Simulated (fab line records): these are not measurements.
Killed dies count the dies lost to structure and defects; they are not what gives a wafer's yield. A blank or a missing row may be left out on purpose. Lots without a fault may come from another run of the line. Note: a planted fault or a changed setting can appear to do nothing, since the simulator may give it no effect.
fab line records	flow nand-harc
[record] lots = 6	wafers = 18	last-day = 28
route steps=1159 shown P_M1@306 P_M2@318 END@1159
lots with no fault: from the same line, run without faults
start-h: hours from the record's first day to the start of the lot's first wafer shown	wait-h: hours elapsed since this lot's preceding step	" same as the row above	L1.1+2: a row that stands for several wafers	- no value, or no start was given	* or withheld: withheld	< > ~ a bound
route shown NAME@n: names a module that has steps shown in the file, with the first one's number in the route	usual: mean and standard deviation over wafers with no fault	same: alike in all rows	chamber/n: place in a boat	sites: readings site by site	_std_site: standard deviation of those values	_edge_site: mean of outer sites minus mean of inner sites	radius-mm: for every site, how far away it sits from the centre of the wafer	mask NAME#n: copy n	behind: the tool/chamber that last shaped the wafer	hold: the reason the lot was held/the length of the hold in hours/how it ended	device: names the non-switching transistor (n, p or np)	end of line: tests run on the same wafers once the route is complete	where a step has no rows: the recipe by itself	killed: dies that structure and defects cost at the first sort, which is not the same as the wafer's yield	map: a wafer's dies, x killed, . not, _ none there
set.NAME: the setting as run; set.NAME@STEP: as run at that earlier step	model.NAME: the simulator's own value behind a step, which no gauge read
lots seen at some steps along the route; tables by step, rows by wafer
services: a tool's chamber out of use, with start hour (start-h, from the record's first day; less than 0 if before it), hours out, and reason
[[steps]]
[step NHARC_P_M1_PRE_CLEAN_30]
[recipe] time-s = 30	temp-c = 280	gas = H2/He
[step NHARC_P_M1_PVD_20]
[recipe] target-thk-a = 50	bias-v = 168.6	power-w = 15000	chamber-pressure-pa = 0.12	time-s = 8.06	substrate-temp-c = 50	material = TaN
[step NHARC_P_M1_PVD_21]
[recipe] target-thk-a = 300	chamber-pressure-pa = 5	power-w = 5000	substrate-temp-c = 30	time-s = 20.49	material = Cu
[usual] cathode-dc-power-W = 4999.9/0.88	throttle-valve-pct = 29.8/0.95
lot.wafer	tool	chamber	start-h	wait-h	cathode-dc-power-W	throttle-valve-pct
L507.3	pvd-sputter-01	-	-	-	5000.7	30.4
L507.4	"	-	"	"	5000.6	30.6
L507.6	"	-	"	"	4999.4	30.4
L511.1	pvd-sputter-03	-	-	-	5001.1	27.8
L511.3	"	-	"	"	5001.1	29.0
L511.2	"	-	"	"	4999.4	31.0
L514.4	pvd-sputter-02	-	-	-	5001.2	29.8
L514.3	"	-	"	"	4999.1	29.4
L514.6	"	-	"	"	4999.6	29.7
L523.3	pvd-sputter-03	-	-	-	4999.0	28.6
L523.2	"	-	"	"	5000.7	31.3
L523.1	"	-	"	"	4999.2	27.7
L525.3	pvd-sputter-02	-	-	-	5000.4	30.1
L525.4	"	-	"	"	5000.0	29.2
L525.5	"	-	"	"	4999.4	29.5
L529.3	pvd-sputter-01	-	-	-	5000.8	30.8
L529.4	"	-	"	"	5000.4	31.0
L529.5	"	-	"	"	5000.7	30.7
[step NHARC_P_M1_ECD_22]
[recipe] target-thk-a = 4000	bath-temp-c = 25	material = Cu
[step NHARC_P_M1_ANNEAL_31]
[recipe] temp-c = 225	time-s = 90
[usual] wafer_temp_C_max = 226.06/0.27
lot.wafer	tool	chamber	start-h	wait-h	wafer_temp_C_max
L507.3	rtp-anneal-02	0	181.63	-	225.81
L507.4	"	0	"	"	226.04
L507.6	"	0	"	"	225.92
L511.1	rtp-anneal-01	0	197.34	0.3	226.26
L511.2	"	0	"	"	225.94
L511.3	"	0	"	"	226.31
L514.3	rtp-anneal-02	0	201.57	-	225.65
L514.4	"	0	"	"	225.69
L514.6	"	0	"	"	225.63
L523.1	rtp-anneal-02	0	224.31	0.3	225.95
L523.2	"	0	"	"	226.50
L523.3	"	0	"	"	226.26
L525.3	rtp-anneal-01	0	232.97	-	226.07
L525.4	"	0	"	"	226.17
L525.5	"	0	"	"	226.17
L529.3	rtp-anneal-01	0	253.65	-	226.24
L529.4	"	0	"	"	226.56
L529.5	"	0	"	"	226.43
[step NHARC_P_M1_CMP_23]
[recipe] t-overpolish-s = 20	target-thk-nm = 157.82
[usual] motor-current-A = 12.1/1.4	retaining-ring-pressure-frac = 0.999/0.005	slurry-flow-ml-min = 150.0/0.48	time-to-endpoint-s = 28.6/2.4
lot.wafer	tool	chamber	start-h	wait-h	motor-current-A	retaining-ring-pressure-frac	slurry-flow-ml-min	time-to-endpoint-s
L507.4	cmp-02	2	181.87	-	12.3	0.997	149.4	29.4
L507.3	"	0	"	"	13.8	0.992	150.2	24.3
L507.6	"	2	"	"	12.6	0.996	150.4	30.3
L511.3	cmp-02	0	197.69	-	13.7	1.003	150.3	24.8
L511.2	"	2	"	"	13.3	1.008	149.5	33.3
L511.1	"	3	"	"	11.0	1.001	149.4	28.3
L514.3	cmp-02	2	201.84	-	12.9	0.999	150.1	30.3
L514.4	"	0	"	"	13.9	0.993	150.4	26.5
L514.6	"	1	"	"	11.2	1.006	149.5	31.5
L523.1	cmp-03	2	224.65	-	11.4	1.003	150.3	29.1
L523.3	"	3	"	"	14.8	1.003	149.9	29.7
L523.2	"	0	"	"	9.9	0.998	149.3	31.9
L525.3	cmp-03	3	233.26	-	15.4	0.994	150.3	29.7
L525.4	"	0	"	"	9.8	1.006	150.1	30.2
L525.5	"	2	"	"	11.8	1.003	150.1	28.4
L529.3	cmp-03	1	253.89	-	10.9	1.002	150.2	27.1
L529.4	"	2	"	"	11.2	0.994	150.1	29.1
L529.5	"	2	"	"	10.8	1.010	150.1	29.0
[step NHARC_P_M1_THK_MEAS_24]
[recipe] thk-meas-gauge = xrf
[usual] thk-nm = 158.0/1.4
lot.wafer	tool	chamber	start-h	wait-h	thk-nm
L507.3	film-metro-02	-	182.19	-	155.2
L507.4	"	-	"	"	157.9
L507.6	"	-	"	"	157.7
L511.1	film-metro-02	-	198.00	-	161.3
L511.2	"	-	"	"	160.5
L511.3	"	-	"	"	156.8
L514.3	film-metro-02	-	202.13	-	158.4
L514.4	"	-	"	"	155.0
L514.6	"	-	"	"	155.7
L523.1	film-metro-01	-	224.97	-	158.2
L523.2	"	-	"	"	160.6
L523.3	"	-	"	"	156.6
L525.3	film-metro-02	-	233.52	-	158.8
L525.4	"	-	"	"	160.5
L525.5	"	-	"	"	159.1
L529.3	film-metro-01	-	254.20	-	159.7
L529.4	"	-	"	"	159.1
L529.5	"	-	"	"	159.1
[step NHARC_P_M1_SRD_25]
[step NHARC_P_M1_INSPECT_27]
[usual] raw-defect-count = 311/120
lot.wafer	tool	chamber	start-h	wait-h	raw-defect-count
L507.3	defect-inspect-02	-	182.37	0.0	383
L507.4	"	-	"	"	593
L507.6	"	-	"	"	324
L511.1	defect-inspect-01	-	198.16	0.0	408
L511.2	"	-	"	"	213
L511.3	"	-	"	"	293
L514.3	defect-inspect-01	-	202.28	0.0	422
L514.4	"	-	"	"	322
L514.6	"	-	"	"	268
L523.1	defect-inspect-02	-	225.14	0.0	219
L523.2	"	-	"	"	244
L523.3	"	-	"	"	308
L525.3	defect-inspect-02	-	233.68	0.0	374
L525.4	"	-	"	"	262
L525.5	"	-	"	"	232
L529.3	defect-inspect-01	-	254.36	0.0	249
L529.4	"	-	"	"	210
L529.5	"	-	"	"	160
[step NHARC_P_M1_PRE_CLEAN_32]
[recipe] time-s = 12	temp-c = 370	rf-power-w = 300	gas = NH3
[usual] heater-power-w = 617/66
lot.wafer	tool	chamber	start-h	wait-h	heater-power-w
L507.3	pecvd-04	0	182.60	0.2	499
L507.6	"	2	"	"	635
L507.4	"	0	"	"	526
L511.3	pecvd-01	0	198.86	0.7	656
L511.1	"	1	"	"	595
L511.2	"	2	"	"	707
L514.3	pecvd-02	0	202.36	0.1	618
L514.4	"	0	"	"	645
L514.6	"	1	"	"	682
L523.2	pecvd-01	1	225.21	0.1	583
L523.3	"	2	"	"	808
L523.1	"	0	"	"	532
L525.3	pecvd-02	1	233.75	0.1	626
L525.5	"	2	"	"	701
L525.4	"	0	"	"	636
L529.3	pecvd-01	0	254.42	0.1	605
L529.4	"	0	"	"	596
L529.5	"	1	"	"	592
[step NHARC_P_M1_DEP_33]
[recipe] target-thk-a = 300	temp-c = 370	target-thk-nm = 30	pressure-torr = 3	flow-sccm = 200	rf-w = 450	material = SiCN
[usual] heater-power-w = 563/67
lot.wafer	tool	chamber	start-h	wait-h	heater-power-w
L507.3	pecvd-04	0	182.71	0.1	510
L507.6	"	2	"	"	577
L507.4	"	0	"	"	506
L511.3	pecvd-01	0	198.94	0.1	585
L511.1	"	1	"	"	573
L511.2	"	2	"	"	725
L514.3	pecvd-02	0	202.47	0.1	549
L514.4	"	0	"	"	526
L514.6	"	1	"	"	601
L523.2	pecvd-01	1	225.29	0.1	590
L523.3	"	2	"	"	753
L523.1	"	0	"	"	520
L525.3	pecvd-02	1	233.83	0.1	519
L525.5	"	2	"	"	570
L525.4	"	0	"	"	614
L529.3	pecvd-01	0	254.50	0.1	611
L529.4	"	0	"	"	613
L529.5	"	1	"	"	527
[step NHARC_P_M2_DEP_00]
[recipe] target-thk-a = 1825	target-thk-nm = 182.5	temp-c = withheld	pressure-torr = 5	flow-sccm = 200	rf-w = 600	material = SiOC
lot.wafer	tool	chamber	start-h	wait-h
L507.3+4+6	pecvd-04	1,2,1	183.15	-
L511.3+2+1	pecvd-02	1,2,0	199.48	-
L514.3+4+6	pecvd-01	0,1,2	203.25	-
L514.3+4+6	pecvd-01	0,1,2	204.09	-
L523.3+2+1	pecvd-01	1,2,0	225.68	-
L523.3+2+1	pecvd-01	1,2,0	226.26	-
L525.3+4+5	pecvd-02	2,1,0	234.26	-
L529.3+5+4	pecvd-04	1,0,1	255.01	-
[step NHARC_P_M2_DEHYDRATE_01]
[recipe] temp-c = 150	time-s = 120
[step NHARC_END_SORT_01]
[recipe] temp-c = 25
[usual] defect-limited-yield = 95.1/1.7	killed-at-array = 29/11	killed-at-other = 0.5/0.85	killed-at-periphery = 3.0/2.3	killed-dies = 33/12	killed-open = 3.3/1.9	killed-short = 2.0/1.5	sort_bin_2_pct = 1.5/0.66	sort_bin_3_pct = 0.25/0.21	sort_bin_4_pct = 3.1/1.2	sort-n-pass = 644/12	sort-rim-yield-pct = 96.7/2	sort-yield-pct = 95.1/1.7
[same] gross-dies = 677	sort_bin_5_pct[%] = 0	sort_bin_6_pct[%] = 0	sort_bin_7_pct[%] = 0	sort_bin_8_pct[%] = 0	sort-rim-n-gross = 106.00
lot.wafer	tool	chamber	start-h	wait-h	defect-limited-yield[%]	killed-at-array	killed-at-other	killed-at-periphery	killed-dies	killed-open	killed-short	sort_bin_2_pct[%]	sort_bin_3_pct[%]	sort_bin_4_pct[%]	sort-n-pass	sort-rim-yield-pct[%]	sort-yield-pct[%]
L514.3	prober-02	0	593.46	3.1	0	16	0	661	677	4	1	97.8	0.15	2.1	0	0	0
L514.4	prober-02	0	594.27	3.4	0	12	1	664	677	3	1	98.1	0.15	1.8	0	0	0
L514.6	prober-02	0	595.89	4.0	0	14	1	662	677	8	1	97.8	0	2.2	0	0	0
L523.1	prober-01	0	634.40	2.5	0	41	0	636	677	5	3	95.4	0.59	4.0	0	0	0
L523.2	prober-01	0	635.19	2.8	0	33	0	644	677	1	3	96.3	0.15	3.5	0	0	0
L523.3	prober-01	0	635.98	3.1	0	27	0	650	677	4	5	95.9	0.15	4.0	0	0	0
// killed by level:class
L514.3 P_M2:area-dep=659 A_CONTACT:chamber-film-flake=5 A_CHANNEL_HOLE_D1:chamber-film-flake=3 A_CONTACT:geometric-particle:open=2 P_GATE:geometric-particle:open=1 A_WL_FILL:geometric-particle:open=1 A_M0:geometric-particle:short=1 P_BONDPAD:chamber-film-flake=1
L514.4 P_M2:area-dep=660 A_CHANNEL_HOLE_D1:chamber-film-flake=3 P_CONTACT:geometric-particle:open=2 P_ZERO_WELL:chamber-film-flake=2 A_STAIRCASE:chamber-film-flake=2 A_WL_FILL:chamber-film-flake=2 A_SGD_CUT:geometric-particle:short=1 A_CONTACT:geometric-particle:open=1
L514.6 P_M2:area-dep=655 A_CHANNEL_HOLE_D1:chamber-film-flake=7 P_GATE:geometric-particle:open=2 A_CONTACT:geometric-particle:open=2 P_BONDPAD:chamber-film-flake=2 A_ZERO_WELL:chamber-film-flake=2 P_CONTACT:geometric-particle:open=1 P_M0:geometric-particle:open=1
L523.1 P_M2:area-dep=630 A_SLIT:chamber-film-flake=16 A_CHANNEL_HOLE_D1:chamber-film-flake=8 A_STAIRCASE:chamber-film-flake=7 P_CONTACT:chamber-film-flake=4 A_M0:geometric-particle:open=2 A_M0:chamber-film-flake=2 P_STI:geometric-particle:open=1
L523.2 P_M2:area-dep=640 A_SLIT:chamber-film-flake=15 A_CHANNEL_HOLE_D1:chamber-film-flake=5 A_STAIRCASE:chamber-film-flake=5 P_CONTACT:chamber-film-flake=4 A_CHANNEL_FILL_D1:chamber-film-flake=2 A_CONTACT:chamber-film-flake=2 A_ONON_D1:geometric-particle:short=1
L523.3 P_M2:area-dep=641 A_SLIT:chamber-film-flake=10 A_CHANNEL_HOLE_D1:chamber-film-flake=4 P_STI:chamber-film-flake=3 P_CONTACT:chamber-film-flake=3 A_CONTACT:chamber-film-flake=3 P_GATE:geometric-particle:short=2 A_STAIRCASE:chamber-film-flake=2
// map L514.3 (x killed, . not)
____________x____________
_________xxxxxxx_________
_______xxxxxxxxxxx_______
______xxxxxxxxxxxxx______
_____xxxxxxxxxxxxxxx_____
____xxxxxxxxxxxxxxxxx____
____xxxxxxxxxxxxxxxxx____
___xxxxxxxxxxxxxxxxxxx___
___xxxxxxxxxxxxxxxxxxx___
__xxxxxxxxxxxxxxxxxxxxx__
__xxxxxxxxxxxxxxxxxxxxx__
_xxxxxxxxxxxxxxxxxxxxxxx_
_xxxxxxxxxxxxxxxxxxxxxxx_
_xxxxxxxxxxxxxxxxxxxxxxx_
_xxxxxxxxxxxxxxxxxxxxxxx_
_xxxxxxxxxxxxxxxxxxxxxxx_
xxxxxxxxxxxxxxxxxxxxxxxxx
xxxxxxxxxxxxxxxxxxxxxxxxx
xxxxxxxxxxxxxxxxxxxxxxxxx
xxxxxxxxxxxxxxxxxxxxxxxxx
xxxxxxxxxxxxxxxxxxxxxxxxx
_xxxxxxxxxxxxxxxxxxxxxxx_
_xxxxxxxxxxxxxxxxxxxxxxx_
_xxxxxxxxxxxxxxxxxxxxxxx_
_xxxxxxxxxxxxxxxxxxxxxxx_
_xxxxxxxxxxxxxxxxxxxxxxx_
__xxxxxxxxxxxxxxxxxxxxx__
__xxxxxxxxxxxxxxxxxxxxx__
___xxxxxxxxxxxxxxxxxxx___
___xxxxxxxxxxxxxxxxxxx___
____xxxxxxxxxxxxxxxxx____
____xxxxxxxxxxxxxxxxx____
_____xxxxxxxxxxxxxxx_____
______xxxxxxxxxxxxx______
_______xxxxxxxxxxx_______
_________xxxxxxx_________
____________x____________
// map L523.1 (x killed, . not)
____________x____________
_________xxxxxxx_________
_______xxxxxxxxxxx_______
______xxxxxxxxxxxxx______
_____xxxxxxxxxxxxxxx_____
____xxxxxxxxxxxxxxxxx____
____xxxxxxxxxxxxxxxxx____
___xxxxxxxxxxxxxxxxxxx___
___xxxxxxxxxxxxxxxxxxx___
__xxxxxxxxxxxxxxxxxxxxx__
__xxxxxxxxxxxxxxxxxxxxx__
_xxxxxxxxxxxxxxxxxxxxxxx_
_xxxxxxxxxxxxxxxxxxxxxxx_
_xxxxxxxxxxxxxxxxxxxxxxx_
_xxxxxxxxxxxxxxxxxxxxxxx_
_xxxxxxxxxxxxxxxxxxxxxxx_
xxxxxxxxxxxxxxxxxxxxxxxxx
xxxxxxxxxxxxxxxxxxxxxxxxx
xxxxxxxxxxxxxxxxxxxxxxxxx
xxxxxxxxxxxxxxxxxxxxxxxxx
xxxxxxxxxxxxxxxxxxxxxxxxx
_xxxxxxxxxxxxxxxxxxxxxxx_
_xxxxxxxxxxxxxxxxxxxxxxx_
_xxxxxxxxxxxxxxxxxxxxxxx_
_xxxxxxxxxxxxxxxxxxxxxxx_
_xxxxxxxxxxxxxxxxxxxxxxx_
__xxxxxxxxxxxxxxxxxxxxx__
__xxxxxxxxxxxxxxxxxxxxx__
___xxxxxxxxxxxxxxxxxxx___
___xxxxxxxxxxxxxxxxxxx___
____xxxxxxxxxxxxxxxxx____
____xxxxxxxxxxxxxxxxx____
_____xxxxxxxxxxxxxxx_____
______xxxxxxxxxxxxx______
_______xxxxxxxxxxx_______
_________xxxxxxx_________
____________x____________
[[services]]
tool	chamber	start-h	hours	kind
pvd-sputter-01	-	158.00	10.0	pm
cmp-03	-	163.08	0.5	repair
pecvd-02	0	166.05	-	clean
pecvd-02	1	166.05	-	clean
pecvd-02	2	166.05	-	clean
pvd-sputter-03	-	179.13	6.0	repair
pecvd-02	-	184.09	1.5	repair
pvd-sputter-01	-	193.37	2.8	repair
pecvd-04	-	195.00	13.0	pm
pecvd-04	0	195.00	13.0	vent-cycle
cmp-03	-	205.52	5.8	repair
pvd-sputter-02	-	214.07	10.0	pm
cmp-03	-	224.99	0.2	repair
cmp-02	-	226.52	4.0	pm
cmp-02	-	235.04	2.3	repair
pecvd-01	-	237.16	13.0	pm
pecvd-01	0	237.16	13.0	vent-cycle
pecvd-01	1	237.16	13.0	vent-cycle
pecvd-01	2	237.16	13.0	vent-cycle
pvd-sputter-03	-	249.65	10.3	repair
pecvd-01	0	250.16	-	clean
pecvd-01	1	250.16	-	clean
pecvd-01	2	250.16	-	clean
cmp-03	-	254.05	4.0	pm
[[key]]
[first-sign] step = NHARC_P_M2_DEP_00	reading = visit	direction = added
[effect] step = NHARC_END_SORT_01	reading = killed-at-periphery	direction = up	sigmas = 99+	usual = 3.0	struck = 652.8
[more-kills-born-at] NHARC_P_M2_DEP_00@pecvd-01 = 3885
met-at NHARC_P_M2_DEP_00
struck-wafers L514.3,L514.4,L514.6,L523.1,L523.2,L523.3
later-rows-left-out L514.3,L514.4,L514.6,L523.1,L523.2,L523.3
[fault] kind = repeated-step-whole	tool = pecvd-01,pecvd-02,pecvd-04	chamber = -	onset-h = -	steps = NHARC_P_M2_DEP_00	times = 1	scope = struck-lots-only
// later-rows-left-out: the simulator's readings of these wafers behind a module that went badly wrong aren't trusted and aren't shown, but for the sort
